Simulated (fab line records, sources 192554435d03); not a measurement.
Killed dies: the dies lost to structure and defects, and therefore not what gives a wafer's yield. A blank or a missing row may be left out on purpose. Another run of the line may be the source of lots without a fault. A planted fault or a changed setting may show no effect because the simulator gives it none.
fab line records	flow n5-finfet
record lots=6	wafers=18	last-day=18
route steps=1938 shown ILD0@341 SDB@347
lots that met no fault: from a run of the same line without faults
start-h: hours from the record's opening day to when the first of the lot's shown wafers began	wait-h: hours elapsed since this lot's preceding step	" repeats the value in the row above	L1.1+2: several wafers, shown together as one row	- value missing, or start not given	* or withheld: withheld	< > ~ a bound
route shown NAME@n: a module of which the file shows steps, and the number in the route of the first	usual: the fault-free wafers' mean and standard deviation	same: alike in all rows	chamber/n: place in a boat	sites: per-site readings	_std_site: the values' standard deviation	_edge_site: the outer-site mean with the inner-site mean subtracted	radius-mm: for every site, how far away it sits from the centre of the wafer	mask NAME#n: copy n	behind: the most recent tool/chamber to have shaped the wafer	hold: reason for holding the lot/hours on hold/outcome of the hold	device: which transistor (n, p or np) failed to switch	end of line: tests of these same wafers at the route's end	for a step that has no rows: nothing shown but its recipe	killed: count of dies lost to structure and defects at first sort (not the wafer's yield)	map: a wafer's dies, marking killed ones x, the rest . and places with no die _
set.NAME: setting as actually run; set.NAME@STEP: the setting as run at that earlier step	model.NAME: the simulator's own value behind a step, which no gauge read
certain route steps with their lots: each step a table, each wafer a row
services: when a tool's chamber went out of use (start-h, in hours from the record's first day, below 0 if earlier), for how many hours, and the reason
## steps
# step N5_ILD0_THK_MEAS_08
# usual thk-nm=138.7/1.2
lot.wafer	tool	chamber	start-h	wait-h	thk-nm
L484.2	film-metro-02	-	140.85	-	139.7
L484.3	"	-	"	"	138.9
L484.4	"	-	"	"	138.6
L485.2	film-metro-01	-	143.00	-	136.2
L485.4	"	-	"	"	136.4
L485.5	"	-	"	"	136.8
L488.2	film-metro-01	-	158.90	-	138.2
L488.5	"	-	"	"	139.9
L488.6	"	-	"	"	138.4
L489.4	film-metro-02	-	165.45	-	138.7
L489.5	"	-	"	"	139.0
L489.6	"	-	"	"	138.3
L493.1	film-metro-01	-	187.06	-	138.3
L493.2	"	-	"	"	137.6
L493.4	"	-	"	"	138.7
L494.3	film-metro-02	-	194.06	-	140.6
L494.5	"	-	"	"	139.8
L494.6	"	-	"	"	142.2
# step N5_ILD0_PRECLEAN_10
# recipe chemistry=NF3:NH3	afs-cycles=5	time-s=20	temp-c=30	sublimation-temp-c=180	sublimation-time-s=60	pressure-torr=3	rf-power-w=30
# step N5_ILD0_ALD_15
# recipe material=SiNx	target-thk-a=240	temp-c=400	ald-precursor-family=SiH2I2	ald-co-reactant=N2/H2-plasma	pulse-time-s=1	ald-cycles=480	purge-time-s=2	co-reactant-purge-time-s=2	pressure-torr=2
# usual heater-power-w=875/74	precursor-pulse-height-rel=0.999/0.017
# same co-reactant-purge-time-s=2
lot.wafer	tool	chamber	start-h	wait-h	heater-power-w	precursor-pulse-height-rel
L484.2	ald-sin-04	0	141.56	0.5	963	1.020
L484.3	"	1	"	"	834	0.995
L484.4	"	3	"	"	732	0.988
L485.2	ald-sin-04	1	144.51	1.0	865	1.015
L485.4	"	3	"	"	720	1.000
L485.5	"	0	145.59	1.5	968	1.002
L488.2	ald-sin-04	2	160.28	0.9	842	1.004
L488.5	"	2	161.37	1.3	847	0.993
L488.6	"	1	"	"	847	1.013
L489.4	ald-sin-01	2	166.17	0.2	903	1.018
L489.5	"	3	167.25	1.2	858	0.984
L489.6	"	0	"	"	959	0.996
L493.1	ald-sin-02	3	188.45	1.1	974	1.019
L493.2	"	0	"	"	968	1.034
L493.4	"	1	"	"	818	1.019
L494.3	ald-sin-04	1	194.78	0.4	860	0.971
L494.5	"	2	195.87	1.2	851	0.985
L494.6	"	3	"	"	725	1.005
# step N5_ILD0_CMP_12
# recipe stop-on=poly-Si	material=SiNx	t-overpolish-s=6	post-cmp-clean=alkaline-brush	down-force-psi=2.5	platen-rpm=51.8	pad-velocity-m-s=1.0307	target-thk-nm=17.67
# usual edge-zone-pressure-frac=1.000/0.0046	motor-current-A=9.1/1.1	overpolish-run-s=5.999/0.009	slurry-filter-dp-kPa=13.51/0.14	time-to-endpoint-s=27/3.2
lot.wafer	tool	chamber	start-h	wait-h	edge-zone-pressure-frac	motor-current-A	overpolish-run-s	slurry-filter-dp-kPa	time-to-endpoint-s
L484.4	cmp-01	3	143.76	1.1	0.997	9.2	6.014	13.44	32
L484.2	"	0	"	"	1.007	8.4	6.007	13.65	26
L484.3	"	1	"	"	1.004	7.6	6.003	13.35	30
L485.2	cmp-01	2	146.78	1.2	1.004	10.3	5.988	13.33	28
L485.4	"	3	"	"	0.997	9.1	5.989	13.57	31
L485.5	"	0	"	"	0.995	8.4	6.011	13.52	30
L488.2	cmp-01	1	162.48	1.1	0.999	7.3	5.979	13.49	31
L488.5	"	1	"	"	1.000	7.4	5.993	13.41	30
L488.6	"	2	"	"	1.006	10.3	5.991	13.61	32
L489.4	cmp-03	1	168.49	1.2	0.998	9.1	6.001	13.45	30
L489.6	"	2	"	"	0.990	7.7	5.999	13.43	29
L489.5	"	3	"	"	0.994	9.2	5.988	13.67	30
L493.4	cmp-03	1	190.65	1.1	0.997	9.8	6.007	13.57	32
L493.2	"	3	"	"	1.005	9.5	6.008	13.50	33
L493.1	"	0	"	"	1.003	9.2	6.005	13.72	31
L494.3	cmp-02	0	196.98	1.1	0.997	9.8	5.982	13.55	25
L494.5	"	0	"	"	0.997	9.7	6.003	13.59	26
L494.6	"	1	"	"	1.002	11.2	6.011	13.41	25
# step N5_ILD0_THK_MEAS_13
# usual thk-nm=17.3/1.1
lot.wafer	tool	chamber	start-h	wait-h	thk-nm
L484.2	film-metro-02	-	144.06	-	17.7
L484.3	"	-	"	"	17.7
L484.4	"	-	"	"	18.5
L485.2	film-metro-01	-	147.00	-	18.5
L485.4	"	-	"	"	19.0
L485.5	"	-	"	"	19.0
L488.2	film-metro-01	-	162.78	-	17.9
L488.5	"	-	"	"	18.4
L488.6	"	-	"	"	16.8
L489.4	film-metro-02	-	168.67	-	18.2
L489.5	"	-	"	"	19.2
L489.6	"	-	"	"	18.9
L493.1	film-metro-02	-	190.95	-	17.8
L493.2	"	-	"	"	18.0
L493.4	"	-	"	"	19.2
L494.3	film-metro-02	-	197.28	-	14.4
L494.5	"	-	"	"	15.7
L494.6	"	-	"	"	15.7
# step N5_ILD0_INSPECT_06
# recipe inspect-instrument=darkfield	mode=post-cmp
# usual raw-defect-count=38/15
lot.wafer	tool	chamber	start-h	wait-h	raw-defect-count
L484.2	defect-inspect-02	-	144.08	0.0	28
L484.3	"	-	"	"	58
L484.4	"	-	"	"	37
L485.2	defect-inspect-02	-	147.03	0.0	28
L485.4	"	-	"	"	34
L485.5	"	-	"	"	43
L488.2	defect-inspect-02	-	162.80	0.0	49
L488.5	"	-	"	"	40
L488.6	"	-	"	"	31
L489.4	defect-inspect-01	-	168.69	0.0	31
L489.5	"	-	"	"	58
L489.6	"	-	"	"	28
L493.1	defect-inspect-01	-	190.97	0.0	49
L493.2	"	-	"	"	20
L493.4	"	-	"	"	49
L494.3	defect-inspect-02	-	197.30	0.0	42
L494.5	"	-	"	"	39
L494.6	"	-	"	"	31
# step N5_SDB_HM_DEP_00
# recipe material=SiNx	target-thk-a=400	temp-c=400	precursor=SiH4/NH3/N2	pressure-torr=1.5	rf-w=300	time-s=35.3
# usual heater-power-w=829/130	rf-fwd-power-W=297.2/1.1	showerhead-plenum-p-Torr=5.15/0.07	throttle-valve-pct=41/3.1
lot.wafer	tool	chamber	start-h	wait-h	heater-power-w	rf-fwd-power-W	showerhead-plenum-p-Torr	throttle-valve-pct
L484.2	pecvd-03	1	144.12	0.0	892	295.8	5.00	42
L484.3	"	0	"	"	943	296.9	5.23	43
L484.4	"	0	"	"	948	298.2	5.22	43
L485.2	pecvd-01	0	147.06	0.0	994	295.1	5.14	48
L485.4	"	2	"	"	712	299.0	5.13	39
L485.5	"	0	"	"	1005	296.7	5.13	48
L488.2	pecvd-03	0	162.84	0.0	943	296.8	5.22	43
L488.5	"	2	"	"	723	299.1	5.18	38
L488.6	"	0	"	"	973	297.8	5.23	43
L489.4	pecvd-03	0	168.76	0.1	927	297.7	5.23	43
L489.5	"	1	"	"	864	297.2	4.99	42
L489.6	"	2	"	"	760	298.1	5.17	38
L493.1	pecvd-02	0	191.01	0.0	820	298.4	5.21	40
L493.2	"	2	"	"	704	298.0	5.18	42
L493.4	"	1	"	"	717	297.9	5.15	42
L494.3	pecvd-03	2	197.34	0.0	640	297.8	5.20	38
L494.5	"	0	"	"	945	297.1	5.22	43
L494.6	"	1	"	"	936	297.0	4.99	42
# step N5_SDB_COAT_03
# recipe resist=SOC	temp-c=250	time-s=60	spin-rpm=1500	resist-thk-nm=100
# step N5_SDB_COAT_04
# recipe resist=SiARC	temp-c=220	time-s=60	spin-rpm=1500	resist-thk-nm=18
# step N5_SDB_COAT_05
# recipe resist=CAR-ArF	spin-rpm=1500	resist-thk-nm=90
# step N5_SDB_EBR_07
# recipe solvent=PGMEA	ebr-width-mm=1.5
# step N5_SDB_SOFTBAKE_06
# recipe temp-c=110	time-s=60	resist=CAR-ArF
# step N5_SDB_EXPOSE_08
# recipe mask-id=SDB	na=1.35	source-shape=conventional	sigma-outer=0.5	polarization=unpolarized	dose-mj=49.6
# usual exposure-dose-mJ-cm2=49.54/0.07	focus-offset-nm=0.0/0.53
lot.wafer	tool	chamber	start-h	wait-h	mask	exposure-dose-mJ-cm2	focus-offset-nm
L484.2	arfi-scanner-01	-	144.45	-	SDB#0	-	-
L484.3	"	-	"	"	SDB#0	-	-
L484.4	"	-	"	"	SDB#0	-	-
L485.2	arfi-scanner-03	-	147.39	-	SDB#0	-	-
L485.4	"	-	"	"	SDB#0	-	-
L485.5	"	-	"	"	SDB#0	-	-
L488.2	arfi-scanner-03	0	163.05	-	SDB#0	49.60	0.2
L488.5	"	0	"	"	SDB#0	49.62	0.2
L488.6	"	0	"	"	SDB#0	49.69	0.9
L489.4	arfi-scanner-02	0	169.07	-	SDB#0	49.46	-0.6
L489.5	"	0	"	"	SDB#0	49.48	-0.7
L489.6	"	0	"	"	SDB#0	49.47	-0.8
L493.1	arfi-scanner-03	0	191.21	-	SDB#0	49.59	0.5
L493.2	"	0	"	"	SDB#0	49.64	0.1
L493.4	"	0	"	"	SDB#0	49.60	-0.7
L494.3	arfi-scanner-01	0	197.68	-	SDB#0	49.56	0.0
L494.5	"	0	"	"	SDB#0	49.61	-0.4
L494.6	"	0	"	"	SDB#0	49.60	-0.3
# step N5_SDB_PEB_09
# recipe peb-temp-c=withheld	peb-time-s=60	resist=CAR-ArF
## services
tool	chamber	start-h	hours	kind
arfi-scanner-01	-	118.71	0.9	repair
arfi-scanner-02	-	120.91	1.0	pm
arfi-scanner-01	-	121.28	1.0	pm
cmp-03	-	127.78	4.0	pm
cmp-03	-	131.78	-	consumable-replace:conditioner
pecvd-03	1	132.31	3.7	repair
arfi-scanner-03	0	136.07	-	calibration
arfi-scanner-02	-	144.00	1.3	pm
arfi-scanner-03	-	144.40	1.0	pm
cmp-03	-	144.78	18.1	pm
pecvd-01	-	145.35	0.5	repair
ald-sin-02	0	148.67	4.0	repair
pecvd-02	-	149.95	0.2	repair
arfi-scanner-02	-	150.44	1.0	pm
pecvd-03	2	154.16	5.0	repair
pecvd-01	-	157.26	0.6	repair
ald-sin-04	3	162.91	8.3	repair
pecvd-02	-	163.60	0.6	repair
arfi-scanner-01	-	163.96	2.3	repair
cmp-03	-	166.26	1.2	repair
arfi-scanner-01	-	167.97	0.8	pm
cmp-03	-	171.73	1.7	repair
pecvd-02	-	181.91	2.8	pm
cmp-03	-	183.05	3.6	repair
## key
first-sign step=N5_SDB_EXPOSE_08	reading=tool-record	direction=missing
effect none on later readings
met-at N5_SDB_EXPOSE_08
struck-wafers L484.2,L484.3,L484.4,L485.2,L485.4,L485.5
later-rows-left-out L484.2,L484.3,L484.4,L485.2,L485.4,L485.5
sort-left-out L484.2,L484.3,L484.4,L485.2,L485.4,L485.5
fault kind=skipped-step-whole	tool=arfi-scanner-01,arfi-scanner-03	chamber=-	onset-h=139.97	steps=N5_SDB_EXPOSE_08	scope=struck-lots-only
# sort-left-out: the simulated sort isn't trusted on such a fault, so these wafers' sort isn't shown, and their yield isn't known
# later-rows-left-out: the simulator's readings of these wafers behind a module that went badly wrong aren't trusted and aren't shown, but for the sort
